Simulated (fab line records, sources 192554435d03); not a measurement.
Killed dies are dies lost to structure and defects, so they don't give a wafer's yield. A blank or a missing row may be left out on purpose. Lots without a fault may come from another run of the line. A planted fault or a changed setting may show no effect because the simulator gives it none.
Split-lot experiment | flow n5_finfet | 7 lots, 39 wafers read, on a route of 1938 steps

THE SPLIT
At N5_FIN_SAQP_ETCH_65 (etches SiO2 in CF4, target depth 4 nm, time 4.4 s), the setting time_s was moved away from the recipe's 4.4 s on 15 of the 39 wafers read, by -37.4% to +44.1%. The other wafers ran this setting at the recipe's value.

The reading is taken at the split's own step.

THE READING
etch.depth_nm (the simulator's own value, which no gauge read), in nm, at N5_FIN_SAQP_ETCH_65 (etches SiO2 in CF4, target depth 4 nm, time 4.4 s). The file gives no usual value for it. The 24 wafers here that ran the recipe average 3.983 nm, standard deviation 0.12 nm.

wafer  | tool, chamber at the split | time_s as run, s | against the recipe | etch.depth_nm, nm | against lot-mates on the recipe
L074.1 | rie_si-03, 1               | 2.997            | -31.9%             | 2.717             | -1.404
L074.2 | rie_si-03, 0               | 4.4              | recipe             | 4.07              | -
L074.3 | rie_si-03, 3               | 2.997            | -31.9%             | 2.789             | -1.332
L074.4 | rie_si-03, 2               | 4.4              | recipe             | 4.14              | -
L074.5 | rie_si-03, 2               | 4.4              | recipe             | 4.154             | -
L074.6 | rie_si-03, 1               | 2.997            | -31.9%             | 2.701             | -1.420
L076.1 | rie_si-01, 2               | 4.4              | recipe             | 3.953             | -
L076.3 | rie_si-01, 1               | 4.4              | recipe             | 3.819             | -
L076.4 | rie_si-01, 0               | 4.4              | recipe             | 4.027             | -
L077.1 | rie_si-01, 1               | 4.4              | recipe             | 3.857             | -
L077.2 | rie_si-01, 2               | 4.4              | recipe             | 3.954             | -
L077.3 | rie_si-01, 3               | 4.4              | recipe             | 3.83              | -
L077.4 | rie_si-01, 0               | 4.4              | recipe             | 4.113             | -
L077.5 | rie_si-01, 0               | 4.4              | recipe             | 4.054             | -
L077.6 | rie_si-01, 1               | 4.4              | recipe             | 3.884             | -
L084.1 | rie_si-01, 2               | 6.341            | +44.1%             | 5.776             | +1.790
L084.2 | rie_si-01, 3               | 6.341            | +44.1%             | 5.534             | +1.548
L084.3 | rie_si-01, 1               | 6.341            | +44.1%             | 5.627             | +1.641
L084.4 | rie_si-01, 0               | 4.4              | recipe             | 4.063             | -
L084.5 | rie_si-01, 0               | 4.4              | recipe             | 4.077             | -
L084.6 | rie_si-01, 3               | 4.4              | recipe             | 3.818             | -
L086.1 | rie_si-01, 1               | 4.4              | recipe             | 3.872             | -
L086.2 | rie_si-01, 0               | 4.4              | recipe             | 4.086             | -
L086.3 | rie_si-01, 3               | 4.4              | recipe             | 3.779             | -
L086.4 | rie_si-01, 2               | 2.754            | -37.4%             | 2.51              | -1.402
L086.5 | rie_si-01, 1               | 2.754            | -37.4%             | 2.434             | -1.478
L086.6 | rie_si-01, 0               | 2.754            | -37.4%             | 2.542             | -1.370
L088.1 | rie_si-03, 3               | 3.576            | -18.7%             | 3.295             | -0.731
L088.2 | rie_si-03, 1               | 4.4              | recipe             | 3.935             | -
L088.3 | rie_si-03, 2               | 4.4              | recipe             | 4.117             | -
L088.4 | rie_si-03, 0               | 4.4              | recipe             | 4.026             | -
L088.5 | rie_si-03, 2               | 3.576            | -18.7%             | 3.359             | -0.667
L088.6 | rie_si-03, 3               | 3.576            | -18.7%             | 3.311             | -0.715
L091.1 | rie_si-01, 0               | 5.554            | +26.2%             | 5.147             | +1.156
L091.2 | rie_si-01, 3               | 4.4              | recipe             | 3.842             | -
L091.3 | rie_si-01, 2               | 4.4              | recipe             | 4.049             | -
L091.4 | rie_si-01, 1               | 5.554            | +26.2%             | 4.911             | +0.920
L091.5 | rie_si-01, 3               | 5.554            | +26.2%             | 4.823             | +0.832
L091.6 | rie_si-01, 0               | 4.4              | recipe             | 4.081             | -

THE FIT
A straight line over all 39 wafers: etch.depth_nm changes by +0.0383 nm for each +1% of time_s; r = +0.99; the points scatter about the line by 0.11 nm.
The same after taking each lot's own level away (the mean of its wafers on the recipe; 39 wafers): +0.0387 nm for each +1%; r = +0.99; scatter 0.11 nm.
On that fit, the largest move of time_s shifts the reading by 1.7 nm.
The lots' own levels span 3.9123 to 4.1213 nm, that is 1.8 times the standard deviation above.
So the lot-to-lot level changes the slope little: the two slopes agree.
Check: with one of the wafers moved furthest among these (+44.1%) left out of the fit, the line predicts +1.67 nm for it against its lot-mates. It came out at +1.79 nm against them.

OTHER SPLITS ON THESE WAFERS
These wafers also went through other splits before the reading. Each is held against what the fit with the lots' levels taken away leaves over:
other split on the same wafers                 | wafers away from the commonest value | r with etch.depth_nm (lot level and that fit taken away)
N5_PMOS_HMC_CHANNEL_EPI_HM_DEP_34 target_thk_a | 15                                   | +0.18

THE FILE'S OWN FIT
etch.depth_nm changes by +0.0387 nm for each +1% of time_s, r = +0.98.
